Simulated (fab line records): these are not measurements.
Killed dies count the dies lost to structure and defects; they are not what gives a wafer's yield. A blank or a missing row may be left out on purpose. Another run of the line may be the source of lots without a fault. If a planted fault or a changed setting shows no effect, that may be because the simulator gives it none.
fab line records	flow n5Finfet
[record] lots = 6	wafers = 18	lastDay = 16
route steps=1938 shown BEOL_M14@1718 PASSIVATION@1936
lots with no fault: from the same line, run without faults
startH: start of the lot's first displayed wafer, in hours after the record's first day	waitH: hours from the lot's prior step to this one	" identical to the entry in the row above	L1.1+2: a single row standing in for several wafers	- either no value or no given start	* or withheld: withheld	< > ~ a bound
route shown NAME@n: a module of which the file shows steps, and the number in the route of the first	usual: the fault-free wafers' mean and standard deviation	same: alike in all rows	chamber/n: place in a boat	sites: readings site by site	_std_site: standard deviation across them	_edge_site: inner sites' mean taken away from outer sites' mean	radiusMm: for every site, how far away it sits from the centre of the wafer	mask NAME#n: copy n	behind: the tool/chamber that last shaped the wafer	hold: reason for holding the lot/hours on hold/outcome of the hold	device: whichever transistor did not switch (one of n, p or np)	end of line: the tests these same wafers got at the end of their route	for a step that has no rows: nothing shown but its recipe	killed: dies that structure and defects cost at the first sort, which is not the same as the wafer's yield	map: shows each die of a wafer: x if killed, . if not, _ if none is there
set.NAME: the setting that was run; set.NAME@STEP: the one run at that earlier step	model.NAME: the simulator's own value behind a step, which no gauge read
lots seen at some steps along the route; tables by step, rows by wafer
services: when a tool's chamber went out of use (startH, in hours from the record's first day, below 0 if earlier), for how many hours, and the reason
[[steps]]
[step N5_BEOL_M14_COAT_58]
[recipe] resist = BARC	tempC = 205	timeS = 60	spinRpm = 1500	resistThkNm = 89
[step N5_BEOL_M14_COAT_04]
[recipe] spinRpm = 1704	resistThkNm = 800
[step N5_BEOL_M14_EBR_06]
[recipe] solvent = PGMEA	ebrWidthMm = 1.5
[step N5_BEOL_M14_SOFTBAKE_05]
[recipe] tempC = 130	timeS = 60
[step N5_BEOL_M14_EXPOSE_07]
[recipe] maskId = V13	na = 0.8	sourceShape = annular	sigmaInner = 0.5	sigmaOuter = 0.8	polarization = unpolarized	attpsmPhaseDeg = 180	doseMj = 57
[step N5_BEOL_M14_PEB_08]
[recipe] pebTempC = 130	pebTimeS = 90
[step N5_BEOL_M14_DEVELOP_09]
[recipe] developTimeS = 45	rinseLiquid = diw	dry = airSpin	devTempC = 21
[step N5_BEOL_M14_HARDBAKE_14]
[recipe] tempC = 130	timeS = 120
[step N5_BEOL_M14_CD_MEAS_10]
[recipe] targetCdNm = 250	landingEnergyEv = 500	detector = seInlens	polarity = opening
[usual] cdNm = 250.3/1.8
lot.wafer	tool	chamber	startH	waitH	cdNm
L112.2	cdSem-02	0	237.37	-	249.4
L112.3	"	0	"	"	250.9
L112.5	"	0	"	"	250.2
L111.2	cdSem-01	0	242.13	-	251.1
L111.4	"	0	"	"	250.7
L111.5	"	0	"	"	251.1
L114.3	cdSem-02	0	280.29	-	251.6
L114.4	"	0	"	"	249.1
L114.6	"	0	"	"	249.8
L120.4	cdSem-01	0	296.01	-	251.6
L120.5	"	0	"	"	249.6
L120.6	"	0	"	"	249.6
L127.3	cdSem-03	0	342.30	-	252.9
L127.4	"	0	"	"	253.4
L127.5	"	0	"	"	252.6
L130.1	cdSem-01	0	361.91	-	250.5
L130.2	"	0	"	"	250.0
L130.6	"	0	"	"	251.2
[step N5_BEOL_M14_OVL_MEAS_11]
[recipe] pointsPerWafer = 44
[usual] V13_OVL = -1/5.7
lot.wafer	tool	chamber	startH	waitH	V13_OVL[nm]
L112.2	overlay-01	0	237.39	0.0	-1
L112.3	"	0	"	"	3
L112.5	"	0	"	"	-9
L111.2	overlay-01	0	242.16	0.0	0
L111.4	"	0	"	"	4
L111.5	"	0	"	"	-3
L114.3	overlay-02	0	280.32	0.0	-3
L114.4	"	0	"	"	-6
L114.6	"	0	"	"	-9
L120.4	overlay-01	0	296.03	0.0	1
L120.5	"	0	"	"	-9
L120.6	"	0	"	"	-4
L127.3	overlay-02	0	342.33	0.0	-5
L127.4	"	0	"	"	-2
L127.5	"	0	"	"	-5
L130.1	overlay-02	0	361.94	0.0	-9
L130.2	"	0	"	"	4
L130.6	"	0	"	"	11
[step N5_BEOL_M14_INSPECT_12]
[recipe] mode = adi	inspectInstrument = macro
[usual] rawDefectCount = 1.9/1.4
lot.wafer	tool	chamber	startH	waitH	rawDefectCount
L112.2	defectInspect-01	-	237.42	0.0	2
L112.3	"	-	"	"	1
L112.5	"	-	"	"	3
L111.2	defectInspect-02	-	242.18	0.0	2
L111.4	"	-	"	"	1
L111.5	"	-	"	"	2
L114.3	defectInspect-01	-	280.34	0.0	2
L114.4	"	-	"	"	3
L114.6	"	-	"	"	4
L120.4	defectInspect-01	-	296.06	0.0	1
L120.5	"	-	"	"	0
L120.6	"	-	"	"	2
L127.3	defectInspect-01	-	342.35	0.0	1
L127.4	"	-	"	"	3
L127.5	"	-	"	"	5
L130.1	defectInspect-01	-	361.97	0.0	2
L130.2	"	-	"	"	0
L130.6	"	-	"	"	3
[step N5_BEOL_M14_DESCUM_15]
[recipe] chemistry = O2	timeS = 7.9	sourcePowerW = 50	biasPowerW = 20	pressureMtorr = 20	rfFrequencyHz = 2.712e+07	tempC = 40	o2FlowSccm = 225
[usual] drypumpMotorCurrentA = 5.7/0.43	oesProductAu = 0.79/0.088	rfVppV = 243.0/1.4	showerheadPlenumPTorr = 2.09/0.082	throttleValvePct = 20.41/0.18
[same] timeS = 7.9
lot.wafer	tool	chamber	startH	waitH	drypumpMotorCurrentA	oesProductAu	rfHoursCounterH	rfVppV	showerheadPlenumPTorr	throttleValvePct
L112.2	rieDiel-06	2	237.81	0.4	5.7	0.90	20	246.4	2.23	20.22
L112.3	"	3	"	"	6.5	0.70	222	242.4	1.98	20.37
L112.5	"	2	"	"	5.7	0.91	-	245.8	2.23	20.22
L111.2	rieDiel-06	2	242.22	0.0	5.6	0.91	23	243.4	2.23	20.22
L111.4	"	1	"	"	5.4	0.76	-	240.5	2.08	20.16
L111.5	"	3	"	"	6.4	0.69	-	240.6	1.98	20.38
L114.3	rieDiel-06	2	280.37	0.0	5.7	0.88	36	245.0	2.23	20.24
L114.4	"	3	"	"	6.5	0.69	234	241.6	1.98	20.38
L114.6	"	0	"	"	5.0	0.93	-	241.6	2.17	20.45
L120.4	rieDiel-06	2	296.09	0.0	5.6	0.87	42	247.1	2.23	20.25
L120.5	"	3	"	"	6.4	0.69	-	240.9	1.98	20.38
L120.6	"	0	"	"	5.0	0.92	-	243.0	2.16	20.47
L127.3	rieDiel-03	3	342.39	0.0	5.6	0.82	98	242.4	2.02	20.40
L127.4	"	2	"	"	6.1	0.69	229	241.9	1.99	20.59
L127.5	"	2	"	"	6.1	0.69	-	241.6	1.99	20.57
L130.1	rieDiel-05	2	362.00	0.0	5.7	0.70	253	243.6	2.15	20.21
L130.2	"	0	"	"	5.7	0.97	2	243.5	2.05	20.20
L130.6	"	0	"	"	5.7	0.97	-	242.8	2.05	20.20
[step N5_BEOL_M14_ETCH_59]
[recipe] chemistry = N2/H2	target = BARC	targetDepthA = 890	overetchA = 267	timeS = 67.9	ionEnergyEv = 200	pressureMtorr = 30	sourceW = 840	biasW = 150	n2FlowSccm = 200	h2FlowSccm = 200
[usual] drypumpMotorCurrentA = 5.7/0.42	h2FlowSccm = 200.0/0.68	oesProductAu = 0.67/0.072	rfVppV = 523.5/2.8	showerheadPlenumPTorr = 2.53/0.096	throttleValvePct = 17.80/0.19
[same] timeS = 67.9
lot.wafer	tool	chamber	startH	waitH	drypumpMotorCurrentA	h2FlowSccm	oesProductAu	rfHoursCounterH	rfVppV	showerheadPlenumPTorr	throttleValvePct
L112.2	rieDiel-06	2	237.84	0.0	5.7	201.4	0.78	20	528.7	2.71	17.57
L112.3	"	3	"	"	6.4	198.7	0.60	222	519.8	2.40	17.82
L112.5	"	2	"	"	5.7	200.8	0.79	-	528.4	2.71	17.57
L111.2	rieDiel-06	2	242.25	0.0	5.6	199.8	0.78	23	527.0	2.71	17.58
L111.4	"	1	"	"	5.4	200.4	0.64	-	524.1	2.53	17.52
L111.5	"	3	"	"	6.4	199.9	0.60	-	521.8	2.40	17.86
L114.3	rieDiel-06	2	280.41	0.0	5.6	179.2	0.75	36	528.6	2.64	17.08
L114.4	"	3	"	"	6.5	178.5	0.59	234	519.3	2.34	17.32
L114.6	"	0	"	"	5.1	181.3	0.80	-	525.9	2.53	17.17
L120.4	rieDiel-06	2	296.12	0.0	5.7	179.8	0.75	42	528.5	2.64	17.09
L120.5	"	3	"	"	6.4	179.3	0.59	-	519.8	2.33	17.34
L120.6	"	0	"	"	5.1	179.3	0.79	-	526.1	2.53	17.17
L127.3	rieDiel-03	3	342.42	0.0	5.6	200.5	0.69	98	520.2	2.46	17.85
L127.4	"	2	"	"	6.2	199.5	0.59	229	521.2	2.42	18.14
L127.5	"	2	"	"	6.2	199.4	0.60	-	520.4	2.42	18.16
L130.1	rieDiel-05	2	362.04	0.0	5.7	199.4	0.60	253	524.5	2.60	17.66
L130.2	"	0	"	"	5.7	199.2	0.83	2	522.0	2.49	17.57
L130.6	"	0	"	"	5.7	199.5	0.84	-	523.9	2.49	17.58
[step N5_BEOL_M14_VIA_ETCH_16]
[recipe] chemistry = C4F8/O2/Ar	target = SiO2	heInnerTorr = 15	heOuterTorr = 30	targetDepthA = 12313	timeS = withheld	ionEnergyEv = 800	pressureMtorr = 20	sourceW = 1905	biasW = 2040	Ar_flow_sccm = 400	C4F8_flow_sccm = 16	O2_flow_sccm = 12	ends = cleared
[usual] drypumpMotorCurrentA = 5.7/0.43	oesProductAu = 0.71/0.078	rfVppV = 2230/35	showerheadPlenumPTorr = 3.42/0.12	throttleValvePct = 30.79/0.2
lot.wafer	tool	chamber	startH	waitH	drypumpMotorCurrentA	oesProductAu	rfVppV	showerheadPlenumPTorr	throttleValvePct
L112.2	rieDiel-06	2	237.90	0.0	5.7	0.82	2196	3.63	30.48
L112.3	"	3	"	"	6.4	0.64	2221	3.28	30.77
L112.5	"	2	"	"	5.7	0.81	2195	3.62	30.47
L111.2	rieDiel-06	2	242.30	0.0	5.7	0.81	2197	3.62	30.48
L111.4	"	1	"	"	5.4	0.67	2208	3.41	30.51
L111.5	"	3	"	"	6.4	0.63	2221	3.28	30.76
L114.3	rieDiel-06	2	280.46	0.0	5.7	0.78	2196	3.62	30.49
L114.4	"	3	"	"	6.4	0.62	2219	3.28	30.78
L114.6	"	0	"	"	5.0	0.86	2272	3.51	30.85
L120.4	rieDiel-06	2	296.18	0.0	5.6	0.78	2195	3.61	30.50
L120.5	"	3	"	"	6.4	0.62	2220	3.27	30.80
L120.6	"	0	"	"	5.0	0.83	2271	3.51	30.83
L127.3	rieDiel-03	3	342.47	0.0	5.6	0.74	2232	3.33	30.87
L127.4	"	2	"	"	6.2	0.62	2215	3.27	30.89
L127.5	"	2	"	"	6.2	0.62	2213	3.27	30.88
L130.1	rieDiel-05	2	362.09	0.0	5.7	0.63	2281	3.54	30.64
L130.2	"	0	"	"	5.7	0.88	2157	3.38	30.75
L130.6	"	0	"	"	5.7	0.88	2159	3.38	30.74
[step N5_PASSIVATION_PROBE_49]
[usual] defectLimitedYield = 91.3/1.5	killed_at_M0_to_M3 = 34/11	killed_at_M4_up = 14/6.1	killedAtContacts = 12/5.9	killedAtFrontEnd = 39/11	killedAtOther = 4/3.3	killedDies = 102/18	killedOpen = 67/13	killedShort = 33/7.9	sort_bin_5_function = 5.1/1	sort_bin_6_memory = 3.3/0.7	sort_bin_8_speed = 0.1/0.69	sortNPass = 1077/19	sortYieldPct = 91.3/1.6
[same] grossDies = 1180	killedAtBackSide = 0	sort_bin_4_leakage[%] = 0
lot.wafer	tool	chamber	startH	waitH	defectLimitedYield[%]	killed_at_M0_to_M3	killed_at_M4_up	killedAtContacts	killedAtFrontEnd	killedAtOther	killedDies	killedOpen	killedShort	sort_bin_5_function[%]	sort_bin_6_memory[%]	sort_bin_8_speed[%]	sortNPass	sortYieldPct[%]
L112.2	prober-01	-	261.07	0.1	90.7	23	15	20	51	1	110	71	34	5.3	3.5	0	1070	90.7
L112.3	prober-01	-	261.12	0.1	88.2	42	15	18	61	3	139	95	43	7.5	3.6	0	1041	88.2
L112.5	prober-01	-	261.22	0.2	91.9	20	5	12	51	8	96	71	25	4.2	3.8	0	1084	91.9
L111.2	prober-01	-	264.87	0.1	91.2	49	6	3	43	3	104	62	41	5.2	3.4	0	1076	91.2
L111.4	prober-01	-	264.97	0.2	91.4	44	11	8	27	12	102	64	35	5.1	3.4	0	1078	91.4
L111.5	prober-01	-	265.02	0.2	90.3	43	7	14	46	5	115	78	36	6.0	3.5	0	1065	90.3
L114.3	prober-01	-	307.84	0.1	90.7	50	21	11	23	5	110	66	37	5.3	3.7	0.3	1067	90.4
L114.4	prober-01	-	307.89	0.2	89.7	41	15	16	46	3	121	88	29	5.8	4.2	0	1059	89.7
L114.6	prober-01	-	307.99	0.3	90.3	42	14	10	44	4	114	79	31	5.6	3.8	0	1066	90.3
L120.4	prober-02	-	320.20	0.2	91.5	29	11	13	40	7	100	56	39	5.1	3.1	0	1080	91.5
L120.5	prober-02	-	320.25	0.2	90.9	31	20	14	38	4	107	71	35	5.4	3.1	0	1073	90.9
L120.6	prober-02	-	320.30	0.3	91.6	26	12	11	46	4	99	60	31	5.2	3.0	0	1081	91.6
L127.3	prober-01	-	370.14	0.1	93.2	29	10	11	25	5	80	49	28	4.3	2.2	0.1	1099	93.1
L127.4	prober-01	-	370.19	0.2	93.9	27	10	4	30	1	72	49	20	3.3	2.6	0	1108	93.9
L127.5	prober-01	-	370.24	0.2	91.4	22	11	22	40	7	102	59	39	4.5	3.6	0	1078	91.4
L130.1	prober-02	-	385.92	0.0	93.5	24	15	20	18	0	77	56	21	4.2	2.0	0	1103	93.5
L130.2	prober-02	-	385.97	0.1	92.7	25	17	21	22	1	86	62	22	4.2	2.8	0	1094	92.7
L130.6	prober-02	-	386.17	0.3	91.4	25	11	26	39	0	101	59	41	4.9	3.3	0	1079	91.4
// killed by level:class
L112.2 FIN_SAQP:geometricParticle:open=20 MOL_CONTACT_COAG:geometricParticle:open=16 FIN_SAQP:geometricParticle:short=10 BEOL_M3:geometricParticle:open=8 DUMMY_GATE:geometricParticle:open=7 BEOL_M4:geometricParticle:open=6 MOL_CONTACT_COAG:geometricParticle:short=4 HKMG_FIN:areaEtch=4
L112.3 FIN_SAQP:geometricParticle:open=23 MOL_CONTACT_COAG:geometricParticle:open=13 FIN_SAQP:geometricParticle:short=10 BEOL_M1:geometricParticle:open=8 GATE_CUT:geometricParticle:short=8 BEOL_M0:geometricParticle:open=8 BEOL_M3:geometricParticle:open=8 BEOL_M4:geometricParticle:open=7
L112.5 FIN_SAQP:geometricParticle:open=30 MOL_CONTACT_COAG:geometricParticle:open=11 FIN_SAQP:geometricParticle:short=9 STI_FIN_REVEAL:geometricParticle:open=6 BEOL_M0_SAQP:geometricParticle:open=5 BEOL_M2:geometricParticle:open=5 BEOL_M0:geometricParticle:open=3 MIM_BOT:geometricParticle:open=3
L111.2 DUMMY_GATE:geometricParticle:open=11 BEOL_M2:geometricParticle:open=10 BEOL_M0_SAQP:geometricParticle:short=9 DUMMY_GATE:geometricParticle:short=7 BEOL_M1:geometricParticle:open=6 BEOL_M0_SAQP:geometricParticle:open=6 BEOL_M2:geometricParticle:short=6 BEOL_M3:geometricParticle:open=5
L111.4 BEOL_M0_SAQP:geometricParticle:open=10 BEOL_M2:geometricParticle:open=9 GATE_CUT:geometricParticle:open=7 BEOL_M0_SAQP:geometricParticle:short=7 BEOL_M1:geometricParticle:short=7 MOL_CONTACT_COAG:geometricParticle:open=5 BEOL_M4:geometricParticle:open=5 FIN_SAQP:geometricParticle:short=4
L111.5 STI_FIN_REVEAL:geometricParticle:open=17 MOL_CONTACT_COAG:geometricParticle:open=13 DUMMY_GATE:geometricParticle:open=9 BEOL_M0_SAQP:geometricParticle:open=9 BEOL_M0_SAQP:geometricParticle:short=8 BEOL_M1:geometricParticle:short=7 BEOL_M2:geometricParticle:open=7 BEOL_M2:geometricParticle:short=6
L114.3 BEOL_M3:geometricParticle:open=12 BEOL_M0_SAQP:geometricParticle:open=11 BEOL_M3:geometricParticle:short=10 MOL_CONTACT_COAG:geometricParticle:open=8 BEOL_M4:geometricParticle:open=6 BEOL_M0_SAQP:geometricParticle:short=6 GATE_CUT:geometricParticle:open=6 BEOL_M4:geometricParticle:short=5
L114.4 MOL_CONTACT_COAG:geometricParticle:open=14 BEOL_M3:geometricParticle:open=12 FIN_SAQP:geometricParticle:open=11 STI_FIN_REVEAL:geometricParticle:open=11 BEOL_M0_SAQP:geometricParticle:open=10 BEOL_M3:geometricParticle:short=7 BEOL_M4:geometricParticle:open=6 FIN_SAQP:geometricParticle:short=5
L114.6 STI_FIN_REVEAL:geometricParticle:open=14 BEOL_M3:geometricParticle:open=12 FIN_SAQP:geometricParticle:open=10 MOL_CONTACT_COAG:geometricParticle:open=10 FIN_SAQP:geometricParticle:short=9 BEOL_M0_SAQP:geometricParticle:open=7 BEOL_M1:geometricParticle:open=5 BEOL_M4:geometricParticle:open=5
L120.4 MOL_CONTACT_COAG:geometricParticle:open=10 STI_FIN_REVEAL:geometricParticle:open=10 BEOL_M0_SAQP:geometricParticle:open=8 DUMMY_GATE:geometricParticle:short=7 BEOL_M0_SAQP:geometricParticle:short=6 DUMMY_GATE:geometricParticle:open=5 BEOL_M1:geometricParticle:open=5 BEOL_M1:geometricParticle:short=4
L120.5 MOL_CONTACT_COAG:geometricParticle:open=11 BEOL_M4:geometricParticle:open=11 DUMMY_GATE:geometricParticle:open=10 BEOL_M0_SAQP:geometricParticle:short=10 GATE_CUT:geometricParticle:short=6 GATE_CUT:geometricParticle:open=5 BEOL_M0_SAQP:geometricParticle:open=5 BEOL_M0:geometricParticle:open=5
L120.6 STI_FIN_REVEAL:geometricParticle:open=9 FIN_SAQP:geometricParticle:short=8 MOL_CONTACT_COAG:geometricParticle:open=8 GATE_CUT:geometricParticle:short=6 BEOL_M0_SAQP:geometricParticle:open=6 BEOL_M0_SAQP:geometricParticle:short=6 BEOL_M1:geometricParticle:open=6 BEOL_M4:geometricParticle:open=5
L127.3 BEOL_M3:geometricParticle:open=11 MOL_CONTACT_COAG:geometricParticle:open=8 FIN_SAQP:geometricParticle:short=6 BEOL_M2:geometricParticle:open=5 STI_FIN_REVEAL:geometricParticle:open=4 BEOL_M0_SAQP:geometricParticle:open=4 DUMMY_GATE:geometricParticle:open=3 MOL_CONTACT_COAG:geometricParticle:short=3
L127.4 BEOL_M1:geometricParticle:open=12 FIN_SAQP:geometricParticle:short=10 FIN_SAQP:geometricParticle:open=6 BEOL_M0:geometricParticle:open=6 DUMMY_GATE:geometricParticle:open=4 STI_FIN_REVEAL:geometricParticle:open=3 STARTING-WAFER:geometricParticle:open=3 BEOL_M9:geometricParticle:open=2
L127.5 FIN_SAQP:geometricParticle:short=19 MOL_CONTACT_COAG:geometricParticle:open=18 BEOL_M0_SAQP:geometricParticle:open=8 BEOL_M0_SAQP:geometricParticle:short=7 MOL_CONTACT_COAG:geometricParticle:short=3 STI_FIN_REVEAL:geometricParticle:open=3 BEOL_M2:geometricParticle:open=3 BEOL_M5:geometricParticle:open=3
L130.1 MOL_CONTACT_COAG:geometricParticle:open=17 BEOL_M0_SAQP:geometricParticle:open=7 BEOL_M4:geometricParticle:open=7 BEOL_M0_SAQP:geometricParticle:short=5 DUMMY_GATE:geometricParticle:open=4 GATE_CUT:geometricParticle:short=4 BEOL_M3:geometricParticle:open=4 STARTING-WAFER:geometricParticle:short=4
L130.2 MOL_CONTACT_COAG:geometricParticle:open=18 FIN_SAQP:geometricParticle:open=7 BEOL_M3:geometricParticle:open=7 BEOL_M4:geometricParticle:open=7 FIN_SAQP:geometricParticle:short=5 BEOL_M0_SAQP:geometricParticle:open=5 BEOL_M0_SAQP:geometricParticle:short=5 BEOL_M1:geometricParticle:open=3
L130.6 MOL_CONTACT_COAG:geometricParticle:open=18 FIN_SAQP:geometricParticle:short=7 MOL_CONTACT_COAG:geometricParticle:short=7 BEOL_M0_SAQP:geometricParticle:short=7 BEOL_M0_SAQP:geometricParticle:open=7 DUMMY_GATE:geometricParticle:open=4 GATE_CUT:geometricParticle:open=4 BEOL_M3:geometricParticle:open=4
[[services]]
tool	chamber	startH	hours	kind
rieDiel-06	0	219.61	-	clean
rieDiel-06	0	219.61	-	consumableReplace:focusRing
rieDiel-06	0	219.61	23.5	scheduledDown
rieDiel-06	0	219.61	23.5	ventCycle
rieDiel-03	0	223.19	7.0	repair
rieDiel-06	3	249.82	7.8	repair
rieDiel-06	1	268.25	3.5	repair
rieDiel-05	1	280.42	2.5	repair
rieDiel-06	3	326.48	-	clean
rieDiel-06	3	326.48	-	consumableReplace:focusRing
rieDiel-06	3	326.48	-	consumableReplace:showerhead
rieDiel-06	3	326.48	11.6	scheduledDown
rieDiel-06	3	326.48	11.6	ventCycle
rieDiel-05	0	343.60	-	clean
rieDiel-05	0	343.60	-	consumableReplace:focusRing
rieDiel-05	0	343.60	13.6	scheduledDown
rieDiel-05	0	343.60	13.6	ventCycle
rieDiel-05	1	357.20	-	clean
rieDiel-05	1	357.20	-	consumableReplace:focusRing
rieDiel-05	1	357.20	21.8	scheduledDown
rieDiel-05	1	357.20	21.8	ventCycle
[[key]]
[firstSign] step = N5_BEOL_M14_ETCH_59	reading = h2FlowSccm	direction = down	sigmas = 30	usual = 200.0	struck = 179.5
[effect] step = N5_BEOL_M14_ETCH_59	reading = throttleValvePct	direction = down	sigmas = 3.1	usual = *	struck = *
metAt N5_BEOL_M14_ETCH_59
struckWafers L114.3,L114.4,L114.6,L120.4,L120.5,L120.6
onsetBetween 242.25 280.41
[fault] kind = processParameterDrift	tool = rieDiel-06	chamber = -	onsetH = 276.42	steps = N5_BEOL_M14_ETCH_59	channel = h2FlowSccm	offset = -20	shape = step	endH = 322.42	actsIn = theseRecipesOnly	stated = 200
